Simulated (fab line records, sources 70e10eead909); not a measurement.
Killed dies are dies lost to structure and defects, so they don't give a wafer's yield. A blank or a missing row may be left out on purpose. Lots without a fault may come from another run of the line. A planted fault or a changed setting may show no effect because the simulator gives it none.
Which tool did it? | flow nand_harc | 13 lots, 39 wafers sampled, at 5 steps of a route of 1159

WHAT THE GAUGES READ, wafer by wafer
NHARC_A_CHANNEL_FILL_D1_INSPECT_13. Usual: raw_defect_count 273, standard deviation 98.
lot  | measured     | on                | raw_defect_count | flag
L368 | day 10 12:59 | defect_inspect-01 | 375 381 201      |
L371 | day 11 05:20 | defect_inspect-01 | 153 228 182      |
L372 | day 11 12:15 | defect_inspect-01 | 126 210 163      |
L373 | day 11 20:56 | defect_inspect-02 | 211 424 384      |
L375 | day 12 04:03 | defect_inspect-02 | 265 194 319      |
L374 | day 12 15:38 | defect_inspect-01 | 323 344 264      |
L376 | day 12 21:37 | defect_inspect-01 | 214 288 296      |
L377 | day 13 01:27 | defect_inspect-02 | 249 228 239      |
L381 | day 14 16:11 | defect_inspect-01 | 378 247 286      |
L386 | day 14 23:41 | defect_inspect-01 | 189 195 205      |
L389 | day 16 05:03 | defect_inspect-02 | 315 240 217      |
L390 | day 16 05:04 | defect_inspect-01 | 166 236 336      |
L391 | day 16 18:37 | defect_inspect-01 | 164 346 183      |

NHARC_END_SORT_01. Usual: killed_at_array 24, standard deviation 8.7; killed_at_other 0.8, standard deviation 1.2; killed_at_periphery 3.6, standard deviation 2.3; killed_dies 28, standard deviation 8.9; killed_open 3.2, standard deviation 1.9; killed_short 2.0, standard deviation 1.6.
lot  | measured     | on        | killed_at_array | killed_at_other | killed_at_periphery | killed_dies | killed_open | killed_short | flag
L386 | day 24 18:20 | prober-01 | 7 12            | 0 1             | 3 5                 | 10 18       | 3 2         | 0 2          |

WHICH TOOL RAN EACH LOT (tool, then ch and the chambers of the sampled wafers, then the start)
lot  | NHARC_A_CHANNEL_FILL_D1_ALD_03                 | NHARC_A_CHANNEL_FILL_D1_ETCHBACK_20 | NHARC_A_CHANNEL_FILL_D1_ALD_25
L368 | ald_sin_batch-03 ch 0, day 9 13:14 or earlier  | rie_diel-08 ch 0,1,3, day 9 13:14   | ald_hk-04 ch 0,1,3, day 10 01:34
L371 | ald_sin_batch-01 ch 0, day 10 05:53 or earlier | rie_diel-08 ch 0,1,2, day 10 05:53  | ald_hk-04 ch 1,2,3, day 10 17:28
L372 | ald_sin_batch-01 ch 0, day 10 12:23 or earlier | rie_diel-08 ch 0,1,2, day 10 12:23  | ald_hk-02 ch 1,2,3, day 11 00:11
L373 | ald_sin_batch-03 ch 0, day 10 21:02 or earlier | rie_diel-08 ch 0,1,3, day 10 21:02  | ald_hk-04 ch 0,1,3, day 11 09:41
L375 | ald_sin_batch-02 ch 0, day 11 04:22 or earlier | rie_diel-05 ch 0,1,3, day 11 04:22  | ald_hk-04 ch 0,1,3, day 11 15:57
L374 | ald_sin_batch-01 ch 0, day 11 15:40 or earlier | rie_diel-05 ch 0,1,3, day 11 15:40  | ald_hk-02 ch 0,3, day 12 04:06
L376 | ald_sin_batch-02 ch 0, day 11 21:26 or earlier | rie_diel-05 ch 0,1,2, day 11 21:26  | ald_hk-04 ch 1,2,3, day 12 12:26
L377 | ald_sin_batch-03 ch 0, day 12 00:59 or earlier | rie_diel-08 ch 1,2,3, day 12 00:59  | ald_hk-01 ch 0,1,2, day 12 13:24
L381 | ald_sin_batch-03 ch 0, day 13 02:31 or earlier | rie_diel-05 ch 0,1,3, day 13 02:31  | ald_hk-04 ch 0,1,2, day 14 04:04
L386 | ald_sin_batch-01 ch 0, day 13 18:30 or earlier | rie_diel-05 ch 0,1, day 13 18:30    | ald_hk-04 ch 0,1,3, day 14 12:14
L389 | ald_sin_batch-02 ch 0, day 15 04:55 or earlier | rie_diel-06 ch 1,2, day 15 04:55    | ald_hk-01 ch 2,3, day 15 16:58
L390 | ald_sin_batch-01 ch 0, day 15 04:57 or earlier | rie_diel-08 ch 1,2,3, day 15 04:57  | ald_hk-02 ch 0,3, day 15 16:58
L391 | ald_sin_batch-01 ch 0, day 15 18:52 or earlier | rie_diel-05 ch 1,2, day 15 18:52    | ald_hk-01 ch 1,2, day 16 06:32
- NHARC_A_CHANNEL_FILL_D1_ALD_03: deposits SiNx, target thk 6 nm, pulse time 60 s, ald cycles 58.
- NHARC_A_CHANNEL_FILL_D1_ETCHBACK_20: etches the open film in C4F8/O2/Ar, target depth 27 nm, time 13.5 s.
- NHARC_A_CHANNEL_FILL_D1_ALD_25: deposits SiOx, target thk 60 nm, pulse time 10 s, ald cycles 600.

WHAT THE TOOLS THEMSELVES READ (means of the sampled wafers that have a number; where no wafer has one, the mark that the record gives instead)
NHARC_A_CHANNEL_FILL_D1_ALD_03. Usual: precursor_pulse_height_rel 0.999, standard deviation 0.018.
lot  | tool             | precursor_pulse_height_rel | flag
L368 | ald_sin_batch-03 | 0.989                      |
L371 | ald_sin_batch-01 | 1.016                      |
L372 | ald_sin_batch-01 | 1.008                      |
L373 | ald_sin_batch-03 | 0.994                      |
L375 | ald_sin_batch-02 | 0.983                      |
L374 | ald_sin_batch-01 | 1.010                      |
L376 | ald_sin_batch-02 | 1.005                      |
L377 | ald_sin_batch-03 | 1.014                      |
L381 | ald_sin_batch-03 | 1.003                      |
L386 | ald_sin_batch-01 | 1.002                      |
L389 | ald_sin_batch-02 | 1.006                      |
L390 | ald_sin_batch-01 | 0.995                      |
L391 | ald_sin_batch-01 | 0.997                      |

NHARC_A_CHANNEL_FILL_D1_ETCHBACK_20. Usual: oes_product_au 0.97 a.u., standard deviation 0.036; rf_vpp_V 978 V, standard deviation 6.6.
lot  | tool        | oes_product_au (a.u.) | rf_vpp_V (V) | flag
L368 | rie_diel-08 | 0.99                  | 981          |
L371 | rie_diel-08 | 0.99                  | 978          |
L372 | rie_diel-08 | 0.99                  | 979          |
L373 | rie_diel-08 | 0.92                  | 980          |
L375 | rie_diel-05 | 1.01                  | 980          |
L374 | rie_diel-05 | 1.00                  | 980          |
L376 | rie_diel-05 | 0.93                  | 974          |
L377 | rie_diel-08 | 0.92                  | 975          |
L381 | rie_diel-05 | 0.93                  | 979          |
L386 | rie_diel-05 | 0.99                  | 974          |
L389 | rie_diel-06 | 1.00                  | 982          |
L390 | rie_diel-08 | 0.99                  | 975          |
L391 | rie_diel-05 | 1.01                  | 974          |

NHARC_A_CHANNEL_FILL_D1_ALD_25. Usual: heater_power_w 464 W, standard deviation 42; precursor_pulse_height_rel 1.002, standard deviation 0.021.
lot  | tool      | heater_power_w (W) | precursor_pulse_height_rel | flag
L368 | ald_hk-04 | 433                | 1.000                      |
L371 | ald_hk-04 | 434                | 0.986                      |
L372 | ald_hk-02 | 454                | 0.996                      |
L373 | ald_hk-04 | 444                | 1.004                      |
L375 | ald_hk-04 | 444                | 1.018                      |
L374 | ald_hk-02 | 498                | 0.978                      |
L376 | ald_hk-04 | 435                | 1.031                      |
L377 | ald_hk-01 | 476                | 1.010                      |
L381 | ald_hk-04 | 462                | 0.995                      |
L386 | ald_hk-04 | 435                | 1.025                      |
L389 | ald_hk-01 | 510                | 1.035                      |
L390 | ald_hk-02 | 469                | 0.984                      |
L391 | ald_hk-01 | 468                | 0.984                      |

THE ANSWER, worked out from the rows above alone
Rule: a lot is off if the mean of its wafers that have a number lies more than 3 standard deviations from the usual mean. A lot without any number at a reading at which 4 lots or more have one is off too. The other lots that the step has rows for count as sound. The gauges are gone through in route order, then the tools' own readings, and for those a lot's mean is taken as printed above. The first step at which some lot is off is used, and at that step the reading that is off furthest; a lot without a number counts as furthest.
No lot is off at any reading shown: from this, nothing can be told.

WHAT THE SIMULATOR HAD PUT IN
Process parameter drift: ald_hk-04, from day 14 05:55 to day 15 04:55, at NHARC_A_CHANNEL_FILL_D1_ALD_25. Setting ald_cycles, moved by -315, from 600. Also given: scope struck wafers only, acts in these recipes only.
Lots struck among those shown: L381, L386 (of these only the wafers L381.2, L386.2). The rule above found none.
